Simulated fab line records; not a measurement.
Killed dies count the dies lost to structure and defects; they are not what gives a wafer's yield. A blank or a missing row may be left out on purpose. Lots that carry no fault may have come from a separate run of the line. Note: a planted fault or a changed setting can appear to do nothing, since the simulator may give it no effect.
Split-lot experiment -- flow n5-finfet -- route with 1938 steps; 7 lots, 39 wafers read

## THE SPLIT
At N5_BEOL_M0_SAQP_HM_DEP_02 (deposits TiN, target thk 12 nm), the setting target-thk-a was moved away from the recipe's 120 angstrom on 12 of the 39 wafers read, by -34.8% to +47.9%. For the rest of the wafers, this setting stayed at what the recipe calls for.

The split's own step is where the reading is taken.

## THE READING
TiN_of_BEOL_M0_SAQP_HM_DEP_02.thk-nm (the simulator's own value, which no gauge read), in nm, at N5_BEOL_M0_SAQP_HM_DEP_02 (deposits TiN, target thk 12 nm). The file gives no usual value for it. The 27 wafers here that ran the recipe average 12.0 nm, standard deviation 0.13 nm.

wafer,"tool, chamber at the split","target-thk-a as run, angstrom",against the recipe,"TiN_of_BEOL_M0_SAQP_HM_DEP_02.thk-nm, nm",against lot-mates on the recipe
L074.1,"pvd-sputter-02, -",120,recipe,12,-
L074.2,"pvd-sputter-02, -",120,recipe,12,-
L074.4,"pvd-sputter-02, -",120,recipe,12,-
L074.6,"pvd-sputter-02, -",120,recipe,12,-
L074.3,"pvd-sputter-02, -",120,recipe,11.8,-
L074.5,"pvd-sputter-02, -",120,recipe,11.8,-
L075.1,"pvd-sputter-01, -",177.5,+47.9%,18,+6.0
L075.2,"pvd-sputter-01, -",120,recipe,12,-
L075.3,"pvd-sputter-01, -",120,recipe,12,-
L075.5,"pvd-sputter-01, -",120,recipe,12,-
L075.4,"pvd-sputter-01, -",177.5,+47.9%,17.8,+5.8
L075.6,"pvd-sputter-01, -",177.5,+47.9%,17.8,+5.8
L076.1,"pvd-sputter-02, -",120,recipe,12,-
L076.2,"pvd-sputter-02, -",120,recipe,12,-
L076.3,"pvd-sputter-02, -",120,recipe,12,-
L076.4,"pvd-sputter-02, -",120,recipe,12,-
L076.6,"pvd-sputter-02, -",120,recipe,12,-
L076.5,"pvd-sputter-02, -",120,recipe,11.8,-
L079.1,"pvd-sputter-03, -",97.77,-18.5%,9.8,-2.1
L079.3,"pvd-sputter-03, -",97.77,-18.5%,9.8,-2.1
L079.6,"pvd-sputter-03, -",97.77,-18.5%,9.8,-2.1
L079.2,"pvd-sputter-03, -",120,recipe,12,-
L079.4,"pvd-sputter-03, -",120,recipe,11.8,-
L079.5,"pvd-sputter-03, -",120,recipe,11.8,-
L086.1,"pvd-sputter-01, -",89.88,-25.1%,9,-3.0
L086.2,"pvd-sputter-01, -",89.88,-25.1%,9,-3.0
L086.3,"pvd-sputter-01, -",120,recipe,12,-
L086.4,"pvd-sputter-01, -",120,recipe,12,-
L086.6,"pvd-sputter-01, -",120,recipe,12,-
L086.5,"pvd-sputter-01, -",89.88,-25.1%,9.2,-2.8
L092.1,"pvd-sputter-01, -",120,recipe,12.4,-
L092.5,"pvd-sputter-01, -",120,recipe,12.2,-
L092.6,"pvd-sputter-01, -",120,recipe,12.2,-
L097.1,"pvd-sputter-03, -",78.26,-34.8%,8,-4.0
L097.3,"pvd-sputter-03, -",78.26,-34.8%,8,-4.0
L097.2,"pvd-sputter-03, -",120,recipe,12,-
L097.4,"pvd-sputter-03, -",120,recipe,12,-
L097.6,"pvd-sputter-03, -",120,recipe,12,-
L097.5,"pvd-sputter-03, -",78.26,-34.8%,7.8,-4.2

FIT RESULTS
A straight line over all 39 wafers: TiN_of_BEOL_M0_SAQP_HM_DEP_02.thk-nm changes by +0.12 nm for each +1% of target-thk-a; r = +1.00; the points scatter about the line by 0.13 nm.
The same after taking each lot's own level away (the mean of its wafers on the recipe; 39 wafers): +0.12 nm for each +1%; r = +1.00; scatter 0.095 nm.
That fit puts the effect of the largest move of target-thk-a on the reading at 5.7 nm.
From 11.87 to 12.27 nm: that is the span of the lots' own levels, equal to 3.1 times the standard deviation above.
The two slopes are in agreement: the lot-to-lot level therefore moves the slope only a little.
Check: for one of the wafers moved furthest among these (+47.9%), held out of the fit, the line's prediction against its lot-mates is +5.7 nm. It came out at +6 nm against them.

## THESE WAFERS: OTHER SPLITS
These wafers also went through other splits before the reading. Each is held against what the fit with the lots' levels taken away leaves over:
other split on the same wafers,wafers away from the commonest value,r with TiN_of_BEOL_M0_SAQP_HM_DEP_02.thk-nm (lot level and that fit taken away)
N5_FIN_SAQP_PECVD_06 time-s,18,-0.15
N5_SD_EPI_P_ETCH_16 target-depth-a,15,-0.10

## FILE'S OWN FIT
TiN_of_BEOL_M0_SAQP_HM_DEP_02.thk-nm changes by +0.119 nm for each +1% of target-thk-a, r = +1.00.
